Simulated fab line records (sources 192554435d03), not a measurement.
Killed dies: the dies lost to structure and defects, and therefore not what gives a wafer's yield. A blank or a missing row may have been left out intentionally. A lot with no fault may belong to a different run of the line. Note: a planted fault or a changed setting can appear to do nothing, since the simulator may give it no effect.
The tool behind it: which one? + flow n5_finfet + 72 wafers from 24 lots sampled at 2 of the route's 1938 steps

WHAT EACH GAUGE READ, for each wafer
N5_BEOL_M0_SAQP_THK_MEAS_05.
| lot  | measured     | on            | thk_nm (nm)    |
|------|--------------|---------------|----------------|
| L074 | day 5 10:41  | film_metro-02 | 59.5 59.5 60.2 |
| L075 | day 5 22:14  | film_metro-02 | 59.7 61.1 60.5 |
| L076 | day 6 02:02  | film_metro-01 | 59.0 60.1 60.4 |
| L077 | day 6 07:28  | film_metro-02 | 59.9 60.1 60.7 |
| L078 | day 6 12:51  | film_metro-02 | 58.5 60.3 59.8 |
| L079 | day 6 14:54  | film_metro-01 | 59.2 59.1 61.3 |
| L080 | day 7 02:49  | film_metro-02 | 59.3 61.3 60.2 |
| L081 | day 7 06:11  | film_metro-01 | 59.7 59.7 59.8 |
| L082 | day 7 13:32  | film_metro-02 | 59.7 60.4 60.6 |
| L084 | day 7 22:26  | film_metro-02 | 59.2 59.2 60.3 |
| L083 | day 8 00:11  | film_metro-01 | 59.4 60.6 61.2 |
| L085 | day 8 06:38  | film_metro-01 | 58.5 60.7 59.7 |
| L086 | day 8 11:28  | film_metro-01 | 60.0 60.7 61.1 |
| L087 | day 8 15:16  | film_metro-02 | 60.0 60.5 60.2 |
| L088 | day 8 21:09  | film_metro-02 | 59.4 59.3 59.9 |
| L089 | day 9 06:52  | film_metro-01 | 59.3 60.5 60.8 |
| L090 | day 9 10:04  | film_metro-02 | 60.3 60.5 60.4 |
| L091 | day 9 15:41  | film_metro-01 | 60.3 60.0 61.2 |
| L092 | day 10 03:01 | film_metro-02 | 60.8 60.7 59.5 |
| L093 | day 10 07:20 | film_metro-01 | 59.9 60.3 60.6 |
| L094 | day 10 10:44 | film_metro-02 | 60.4 60.4 60.5 |
| L095 | day 10 18:53 | film_metro-01 | 60.5 61.1 60.5 |
| L096 | day 10 22:24 | film_metro-02 | 59.1 60.0 61.3 |
| L097 | day 11 03:50 | film_metro-02 | 60.8 61.3 61.2 |

WHAT TOOL EACH LOT RAN ON (gives the tool, then ch and the chambers of the sampled wafers, and finally the start)
| lot  | N5_BEOL_M0_SAQP_HM_DEP_02    |
|------|------------------------------|
| L074 | pvd_sputter-01, day 5 10:20  |
| L075 | pvd_sputter-02, day 5 21:53  |
| L076 | pvd_sputter-03, day 6 01:36  |
| L077 | pvd_sputter-02, day 6 07:07  |
| L078 | pvd_sputter-03, day 6 12:26  |
| L079 | pvd_sputter-03, day 6 14:33  |
| L080 | pvd_sputter-01, day 7 02:24  |
| L081 | pvd_sputter-02, day 7 05:51  |
| L082 | pvd_sputter-02, day 7 13:13  |
| L084 | pvd_sputter-03, day 7 22:07  |
| L083 | pvd_sputter-03, day 7 23:51  |
| L085 | pvd_sputter-01, day 8 06:17  |
| L086 | pvd_sputter-03, day 8 11:08  |
| L087 | pvd_sputter-03, day 8 14:56  |
| L088 | pvd_sputter-03, day 8 20:49  |
| L089 | pvd_sputter-01, day 9 06:32  |
| L090 | pvd_sputter-02, day 9 09:44  |
| L091 | pvd_sputter-01, day 9 15:16  |
| L092 | pvd_sputter-01, day 10 02:41 |
| L093 | pvd_sputter-01, day 10 06:38 |
| L094 | pvd_sputter-01, day 10 10:24 |
| L095 | pvd_sputter-01, day 10 18:33 |
| L096 | pvd_sputter-01, day 10 22:04 |
| L097 | pvd_sputter-02, day 11 03:25 |
- N5_BEOL_M0_SAQP_HM_DEP_02: deposits TiN, target thk 12 nm.

WHAT THE TOOLS THEMSELVES READ (means of the sampled wafers that have a number; where no wafer has one, the mark that the record gives instead)
N5_BEOL_M0_SAQP_HM_DEP_02.
| lot  | tool           | throttle_valve_pct (%) |
|------|----------------|------------------------|
| L074 | pvd_sputter-01 | 29.9                   |
| L075 | pvd_sputter-02 | 30.3                   |
| L076 | pvd_sputter-03 | 30.7                   |
| L077 | pvd_sputter-02 | 30.6                   |
| L078 | pvd_sputter-03 | 31.5                   |
| L079 | pvd_sputter-03 | 31.6                   |
| L080 | pvd_sputter-01 | 29.8                   |
| L081 | pvd_sputter-02 | 29.8                   |
| L082 | pvd_sputter-02 | 29.2                   |
| L084 | pvd_sputter-03 | 29.6                   |
| L083 | pvd_sputter-03 | 30.3                   |
| L085 | pvd_sputter-01 | 29.8                   |
| L086 | pvd_sputter-03 | 30.5                   |
| L087 | pvd_sputter-03 | 30.1                   |
| L088 | pvd_sputter-03 | 30.7                   |
| L089 | pvd_sputter-01 | 29.9                   |
| L090 | pvd_sputter-02 | 29.7                   |
| L091 | pvd_sputter-01 | 29.6                   |
| L092 | pvd_sputter-01 | 30.0                   |
| L093 | pvd_sputter-01 | 29.6                   |
| L094 | pvd_sputter-01 | 29.8                   |
| L095 | pvd_sputter-01 | 29.8                   |
| L096 | pvd_sputter-01 | 29.7                   |
| L097 | pvd_sputter-02 | 29.9                   |

THE ANSWER, worked out from the rows above alone
Rule: usual is defined by the lots themselves. The widest of any qualifying gaps counts: lots, ordered by their means at a reading, are off when they make up no more than a third of the lots, leave a main group of 4 or more, and stand apart from it by 3 or more times the standard deviation of that group's means. A main group whose means are all the same, to the digits that the tables above print for the reading, isn't used. Also off: a lot with no number at a reading for which 4 or more lots have one. All remaining lots with rows at the step are treated as sound. First the gauges in route order, then the tools' own readings, where a lot's mean is used as printed above. At the first step where some lot is off, the reading lying furthest off is the one used; lots without a number count as furthest.
No lot is off at any reading shown: from this, nothing can be told.

WHAT THE SIMULATOR HAD PUT IN
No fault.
